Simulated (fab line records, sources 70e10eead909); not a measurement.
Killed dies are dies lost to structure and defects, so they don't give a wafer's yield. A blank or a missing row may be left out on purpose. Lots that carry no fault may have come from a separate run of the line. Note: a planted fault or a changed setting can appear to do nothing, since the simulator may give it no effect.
Matching of chambers / flow nand-harc / NHARC_A_CHANNEL_FILL_D2_ETCHBACK_20 on rie-diel-12: 4 sister chambers
The step etches the open film in C4F8/O2/Ar, target depth 27 nm, time 13.5 s. 4 wafers are shown with their chamber, then 7 later ones without.

## WAFERS PAIRED WITH THEIR CHAMBERS
wafer=L083.3; chamber=3; rf-vpp-V (V)=990
wafer=L085.6; chamber=2; rf-vpp-V (V)=970
wafer=L090.1; chamber=1; rf-vpp-V (V)=985
wafer=L090.2; chamber=0; rf-vpp-V (V)=975

## WAFERS WHOSE CHAMBER IS MISSING
wafer=L090.4; rf-vpp-V (V)=989
wafer=L092.4; rf-vpp-V (V)=970
wafer=L092.5; rf-vpp-V (V)=986
wafer=L092.6; rf-vpp-V (V)=971
wafer=L093.1; rf-vpp-V (V)=976
wafer=L093.4; rf-vpp-V (V)=989
wafer=L093.5; rf-vpp-V (V)=990

## WHICH CHAMBER EACH ONE RAN IN
wafer=L090.4; from the rows above=3; in truth=3
wafer=L092.4; from the rows above=2; in truth=2
wafer=L092.5; from the rows above=1; in truth=1
wafer=L092.6; from the rows above=2; in truth=2
wafer=L093.1; from the rows above=0; in truth=0
wafer=L093.4; from the rows above=3; in truth=3
wafer=L093.5; from the rows above=3; in truth=3
7 of 7 placed correctly. Number that these rows cannot place: 0. 0 placed wrongly.
How it was worked out, from the rows above alone: a wafer's distance from a chamber is the root of the sum, over the readings, of the square of ((its reading less the chamber's mean) divided by the reading's scatter). If the next closest chamber is less than 2 further off than the closest, the wafer can't be placed; otherwise it belongs to the closest. Each chamber's mean is taken over the wafers shown for it. The scatter: root of mean squared gap, hidden wafer to nearest shown wafer, with one shown wafer a chamber.
